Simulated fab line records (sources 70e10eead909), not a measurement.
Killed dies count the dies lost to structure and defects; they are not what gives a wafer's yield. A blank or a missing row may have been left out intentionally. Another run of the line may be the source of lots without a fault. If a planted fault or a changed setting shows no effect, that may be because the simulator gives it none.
Which tool did it?    flow nand-harc    30 wafers from 10 lots sampled at 9 of the route's 1302 steps

WHAT THE GAUGES READ, wafer by wafer
NHARC_A_ONON_D2_THK_MEAS_34: measures by ellipsometry. Usual: thk-nm 200.6 nm, standard deviation 2.5.
lot   measured      on             thk-nm (nm)        flag
L553  day 13 09:49  film-metro-01  196.7 198.3 201.9  
L555  day 13 19:44  film-metro-01  197.4 196.2 199.5  
L562  day 16 11:56  film-metro-02  198.5 205.2 201.0  
L566  day 18 08:02  film-metro-02  201.5 202.4 204.7  
L568  day 19 04:11  film-metro-02  200.3 199.2 203.1  
L569  day 19 15:32  film-metro-02  201.6 198.1 202.4  
L572  day 20 22:14  film-metro-01  202.8 203.2 202.6  
L571  day 20 22:15  film-metro-02  200.3 200.2 205.5  
L573  day 21 16:29  film-metro-01  197.0 198.1 196.6  
L574  day 22 02:32  film-metro-01  198.7 201.0 202.1  

NHARC_A_CHANNEL_HOLE_D2_CD_MEAS_10: target cd 100 nm. Usual: cd-nm 100.0 nm, standard deviation 0.46.
lot   measured      on         cd-nm (nm)                     flag
L553  day 13 17:11  cd-sem-01  100.3 100.7 100.6              
L555  day 13 22:23  cd-sem-01  99.1 100.2 99.6                
L562  day 16 16:45  cd-sem-03  100.3 100.5 100.6              
L566  day 18 11:08  cd-sem-02  100.1 100.4 100.0              
L568  day 19 08:35  cd-sem-03  99.6 99.3 100.0                
L569  day 19 18:20  cd-sem-02  81.6 81.0 80.5 81.4 81.2 80.6  OFF
L572  day 21 01:00  cd-sem-01  100.0 100.2 99.7               
L571  day 21 01:25  cd-sem-01  85.1 84.9 85.6 85.0 85.4 85.9  OFF
L573  day 21 19:16  cd-sem-01  100.1 100.5 99.5               
L574  day 22 05:10  cd-sem-01  100.6 100.7 99.9               

NHARC_A_CHANNEL_HOLE_D2_INSPECT_12. Usual: raw-defect-count 36, standard deviation 23.
lot   measured      on                 raw-defect-count  flag
L553  day 13 17:18  defect-inspect-02  50 61 33          
L555  day 13 22:31  defect-inspect-01  57 68 70          
L562  day 16 16:53  defect-inspect-02  54 65 52          
L566  day 18 11:15  defect-inspect-02  50 68 45          
L568  day 19 08:43  defect-inspect-02  63 59 64          
L569  day 19 19:32  defect-inspect-02  45 51 60          
L572  day 21 01:07  defect-inspect-01  55 56 51          
L571  day 21 17:11  defect-inspect-01  28 23 17          
L573  day 21 19:23  defect-inspect-01  29 17 20          
L574  day 22 05:17  defect-inspect-01  4 3 3             

NHARC_A_CHANNEL_HOLE_D2_CD_MEAS_18. Usual: cd-nm 98.8 nm, standard deviation 1.6.
lot   measured      on         cd-nm (nm)                     flag
L553  day 13 18:28  cd-sem-03  98.0 97.2 97.7                 
L555  day 13 23:41  cd-sem-01  98.6 101.6 100.6               
L562  day 16 18:03  cd-sem-01  99.1 97.5 99.0                 
L566  day 18 12:43  cd-sem-03  97.8 99.5 98.9                 
L568  day 19 09:53  cd-sem-02  97.5 99.2 101.1                
L569  day 19 20:43  cd-sem-01  79.3 77.6 78.3 79.2 77.3 78.3  OFF
L572  day 21 02:18  cd-sem-02  101.1 99.8 97.9                
L571  day 21 18:21  cd-sem-01  82.6 84.2 84.2 82.7 84.3 84.2  OFF
L573  day 21 20:33  cd-sem-01  98.8 102.1 98.7                
L574  day 22 06:28  cd-sem-03  100.4 100.5 103.1              

NHARC_A_CHANNEL_HOLE_D2_CD_MEAS_31. Usual: cd-nm 89.9 nm, standard deviation 1.1.
lot   measured      on         cd-nm (nm)                     flag
L553  day 14 03:51  cd-sem-02  90.8 91.7 91.0                 
L555  day 14 08:00  cd-sem-03  88.4 89.9 90.5                 
L562  day 17 00:14  cd-sem-03  88.6 90.7 89.6                 
L566  day 18 18:18  cd-sem-03  89.5 90.5 90.2                 
L568  day 19 17:31  cd-sem-02  89.8 88.7 90.5                 
L569  day 20 05:34  cd-sem-01  71.2 70.7 71.0 71.4 70.8 70.6  OFF
L572  day 21 10:05  cd-sem-01  89.1 88.4 90.0                 
L571  day 22 05:59  cd-sem-01  74.9 74.7 75.3 74.8 74.8 75.4  OFF
L573  day 22 02:07  cd-sem-03  90.7 91.7 89.6                 
L574  day 22 12:03  cd-sem-01  92.1 90.9 91.4                 

NHARC_END_SORT_01. Usual: killed-at-array 58, standard deviation 20; killed-at-other 0.9, standard deviation 1.4; killed-at-periphery 4, standard deviation 3.1; killed-dies 63, standard deviation 20; killed-open 3.3, standard deviation 1.8; killed-short 2.4, standard deviation 1.5.
lot   measured      on         killed-at-array  killed-at-other  killed-at-periphery  killed-dies  killed-open  killed-short  flag
L569  day 31 19:05  prober-01  479 460 482      0 0 0            2 5 5                481 465 487  3 5 3        2 0 1         OFF
L572  day 32 23:26  prober-02  94 76 65         2 0 0            1 1 3                97 77 68     3 0 3        3 3 3         
L571  day 34 16:25  prober-01  271 179 244      0 0 0            7 8 8                278 187 252  3 1 3        1 1 1         OFF

WHICH TOOL RAN EACH LOT (tool, then ch and the chambers of the sampled wafers, then the start)
lot   NHARC_A_CHANNEL_HOLE_D2_EXPOSE_07   NHARC_A_CHANNEL_HOLE_D2_ETCH_23   NHARC_A_CHANNEL_HOLE_D2_XSEM_32
L553  arfi-scanner-02 ch 0, day 13 17:02  har-etch-01 ch 0,1, day 13 23:47  xsem-02 ch 0, day 14 03:57
L555  arfi-scanner-02 ch 0, day 13 22:15  har-etch-01 ch 0,1, day 14 03:55  xsem-01 ch 0, day 14 08:05
L562  arfi-scanner-03 ch 0, day 16 16:37  har-etch-01 ch 0,1, day 16 20:15  xsem-02 ch 0, day 17 00:20
L566  arfi-scanner-02 ch 0, day 18 10:59  har-etch-01 ch 0,1, day 18 14:27  xsem-02 ch 0, day 18 18:23
L568  arfi-scanner-03 ch 0, day 19 08:27  har-etch-01 ch 0,1, day 19 13:25  xsem-02 ch 0, day 19 17:37
L569  arfi-scanner-02 ch 0, day 19 18:12  har-etch-02 ch 0,1, day 20 01:19  xsem-01 ch 0, day 20 12:46
L572  arfi-scanner-03 ch 0, day 21 00:52  har-etch-01 ch 0,1, day 21 06:21  xsem-02 ch 0, day 21 10:11
L571  arfi-scanner-02 ch 0, day 21 01:16  har-etch-02 ch 0,1, day 22 02:08  xsem-01 ch 0, day 22 08:42
L573  arfi-scanner-01 ch 0, day 21 19:07  har-etch-02 ch 0,1, day 21 22:03  xsem-01 ch 0, day 22 02:13
L574  arfi-scanner-01 ch 0, day 22 05:02  har-etch-02 ch 0,1, day 22 08:05  xsem-01 ch 0, day 22 12:08
- NHARC_A_CHANNEL_HOLE_D2_EXPOSE_07: exposes mask HOLE D2, target cd 100 nm.
- NHARC_A_CHANNEL_HOLE_D2_ETCH_23: etches the open film in C4F8/O2/Ar, time 819 s, target depth 1600 nm.
- NHARC_A_CHANNEL_HOLE_D2_XSEM_32

WHAT THE TOOLS THEMSELVES READ (means of the sampled wafers that have a number; where no wafer has one, the mark that the record gives instead)
NHARC_A_CHANNEL_HOLE_D2_EXPOSE_07. Usual: exposure-dose-mJ-cm2 59.80, standard deviation 0.27; reticle-temp-C 23.01 C, standard deviation 0.11.
lot   tool             exposure-dose-mJ-cm2  reticle-temp-C (C)  flag
L553  arfi-scanner-02  59.63                 22.90               
L555  arfi-scanner-02  59.73                 22.94               
L562  arfi-scanner-03  59.61                 22.93               
L566  arfi-scanner-02  59.66                 23.11               
L568  arfi-scanner-03  59.62                 23.00               
L569  arfi-scanner-02  40.19                 23.08               OFF
L572  arfi-scanner-03  59.59                 23.02               
L571  arfi-scanner-02  44.09                 23.02               OFF
L573  arfi-scanner-01  60.22                 23.16               
L574  arfi-scanner-01  60.11                 23.12               

NHARC_A_CHANNEL_HOLE_D2_ETCH_23. Usual: drypump-motor-current-A 5.6 A, standard deviation 0.63; showerhead-plenum-p-Torr 3.68 Torr, standard deviation 0.16; throttle-valve-pct 32.156 %, standard deviation 0.009.
lot   tool         drypump-motor-current-A (A)  showerhead-plenum-p-Torr (Torr)  throttle-valve-pct (%)  flag
L553  har-etch-01  5.8                          3.59                             32.144                  
L555  har-etch-01  5.5                          3.63                             32.161                  
L562  har-etch-01  5.8                          3.56                             32.160                  
L566  har-etch-01  5.8                          3.54                             32.160                  
L568  har-etch-01  5.8                          3.54                             32.159                  
L569  har-etch-02  5.9                          3.92                             32.163                  
L572  har-etch-01  5.8                          3.53                             32.158                  
L571  har-etch-02  5.4                          3.90                             32.150                  
L573  har-etch-02  5.4                          3.90                             32.163                  
L574  har-etch-02  5.9                          3.90                             32.150                  

NHARC_A_CHANNEL_HOLE_D2_XSEM_32. Usual: bot-cd-nm 74.4 nm, standard deviation 1.2; bow-nm 8.67 nm, standard deviation 0.24; tilt-deg 0.08 degrees, standard deviation 0.042.
lot   tool     bot-cd-nm (nm)  bow-nm (nm)  tilt-deg (degrees)  flag
L553  xsem-02  75.3            8.76         0.00                
L555  xsem-01  74.2            9.16         0.09                
L562  xsem-02  74.5            8.35         0.09                
L566  xsem-02  73.6            8.66         0.12                
L568  xsem-02  74.3            8.63         0.16                
L569  xsem-01  54.6            8.66         0.08                OFF
L572  xsem-02  73.8            8.62         0.08                
L571  xsem-01  59.5            8.58         0.09                OFF
L573  xsem-01  74.5            8.51         0.13                
L574  xsem-01  75.8            8.71         0.07                

THE ANSWER, worked out from the rows above alone
Rule: take the mean of a lot's wafers that have a number; if it is more than 3 standard deviations from the usual mean, the lot is off. A lot without any number at a reading at which 4 lots or more have one is off too. All remaining lots with rows at the step are treated as sound. Order of review: gauges by route order, followed by the tools' own readings, for which a lot's mean as printed above is used. At the first step where some lot is off, the reading lying furthest off is the one used; lots without a number count as furthest.
Off at NHARC_A_CHANNEL_HOLE_D2_CD_MEAS_10 (cd-nm): L569, L571.
A tool fits if, at a process step before that reading, it ran every lot that is off, and no sound lot after the first of them. The gauges at NHARC_A_CHANNEL_HOLE_D2_CD_MEAS_10 aren't tried: what is off there is off at NHARC_END_SORT_01 too, on other tools, and a gauge's error can't cause that. One candidate fits, namely arfi-scanner-02 at NHARC_A_CHANNEL_HOLE_D2_EXPOSE_07. A fault onset in the window from L566 (day 18 10:59, its last sound lot) to L569 (day 19 18:12, its first lot off) fits.
The tool's own readings at NHARC_A_CHANNEL_HOLE_D2_EXPOSE_07 bear it out: on the lots that are off they differ by more than 5 times the standard deviation of the sound lots' means. exposure-dose-mJ-cm2 reads 42.14 there against 59.77 on the sound lots.

WHAT THE SIMULATOR HAD INSERTED
Drift in process parameters on arfi-scanner-02 at NHARC_A_CHANNEL_HOLE_D2_EXPOSE_07, starting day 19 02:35. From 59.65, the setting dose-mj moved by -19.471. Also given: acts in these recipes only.
Shown lots that were struck: L569, L571. The rule above found the same.
